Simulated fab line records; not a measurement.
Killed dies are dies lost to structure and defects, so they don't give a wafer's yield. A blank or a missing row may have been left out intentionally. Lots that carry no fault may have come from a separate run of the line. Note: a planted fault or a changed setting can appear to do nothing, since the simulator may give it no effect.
Matching of chambers	flow nand-harc	4 sister chambers for NHARC_A_CONTACT_ETCH_90 on rie-diel-07
The step etches the open film in CH3F/O2, target depth 40 nm, time 85.7 s. 30 wafers are shown with their chamber, then 12 later ones without.

== WAFERS PAIRED WITH THEIR CHAMBERS ==
wafer	chamber	showerhead-plenum-p-Torr (Torr)	drypump-motor-current-A (A)	rf-vpp-V (V)
L077.3	0	2.56	6.3	246.1
L077.4	1	2.41	6.2	242.5
L077.6	3	2.47	6.0	245.7
L080.2	2	2.31	5.5	242.6
L080.3	3	2.47	6.0	243.7
L080.5	3	2.47	6.0	243.2
L082.1	0	2.55	6.3	247.6
L082.3	1	2.40	6.2	243.5
L082.5	3	2.47	6.0	243.6
L084.3	2	2.31	5.6	242.2
L084.4	1	2.40	6.2	243.5
L084.6	1	2.40	6.2	243.7
L085.1	0	2.55	6.4	245.2
L085.2	1	2.40	6.2	242.3
L085.4	3	2.47	6.0	244.5
L087.2	3	2.47	6.0	243.8
L087.3	0	2.55	6.3	244.5
L087.5	2	2.31	5.5	242.0
L092.1	2	2.31	5.5	242.4
L092.3	3	2.47	6.0	243.8
L092.4	1	2.40	6.2	243.3
L090.2	2	2.31	5.5	242.8
L090.5	0	2.55	6.3	246.3
L090.6	1	2.40	6.2	243.2
L089.1	1	2.40	6.2	243.6
L089.3	0	2.55	6.3	244.7
L089.6	1	2.40	6.2	244.0
L088.2	3	2.47	6.0	245.0
L088.4	1	2.40	6.2	243.2
L088.5	3	2.47	6.0	244.7

SIGNATURES, as means of the wafers listed above
reading	chamber 0	chamber 1	chamber 2	chamber 3	scatter within a chamber
showerhead-plenum-p-Torr	2.5517	2.4010	2.3100	2.4700	0.00258
drypump-motor-current-A	6.317	6.200	5.520	6.000	0.0251
rf-vpp-V	245.733	243.280	242.400	244.222	0.756
Rule: a wafer lies at a distance from a chamber equal to the root of the sum of squares, over the readings, of (its reading less the chamber's mean, divided by the reading's scatter). The wafer belongs to the nearest chamber; if the next one is less than 2 further off, it can't be placed. The scatter: take each reading less its chamber's mean, square it, sum over the shown wafers, divide by the number of wafers less the number of chambers, and take the root.

== WAFERS MISSING THEIR CHAMBER ==
wafer	showerhead-plenum-p-Torr (Torr)	drypump-motor-current-A (A)	rf-vpp-V (V)
L094.1	2.46	6.0	243.5
L094.2	2.55	6.3	246.8
L094.4	2.40	6.2	244.0
L095.1	2.40	6.2	241.7
L095.3	2.46	6.0	244.1
L095.4	2.55	6.3	245.8
L097.2	2.31	5.5	242.1
L097.4	2.40	6.2	244.4
L097.5	2.46	6.0	243.7
L096.2	2.55	6.3	245.5
L096.5	2.31	5.5	243.1
L096.6	2.40	6.2	242.6

== WHICH CHAMBER EACH ONE RAN IN ==
wafer	from the rows above	in truth
L094.1	3	3
L094.2	0	0
L094.4	1	1
L095.1	1	1
L095.3	3	3
L095.4	0	0
L097.2	2	2
L097.4	1	1
L097.5	3	3
L096.2	0	0
L096.5	2	2
L096.6	1	1
12 of 12 placed correctly. Can't be placed from these rows: 0. Number placed wrongly: 0.
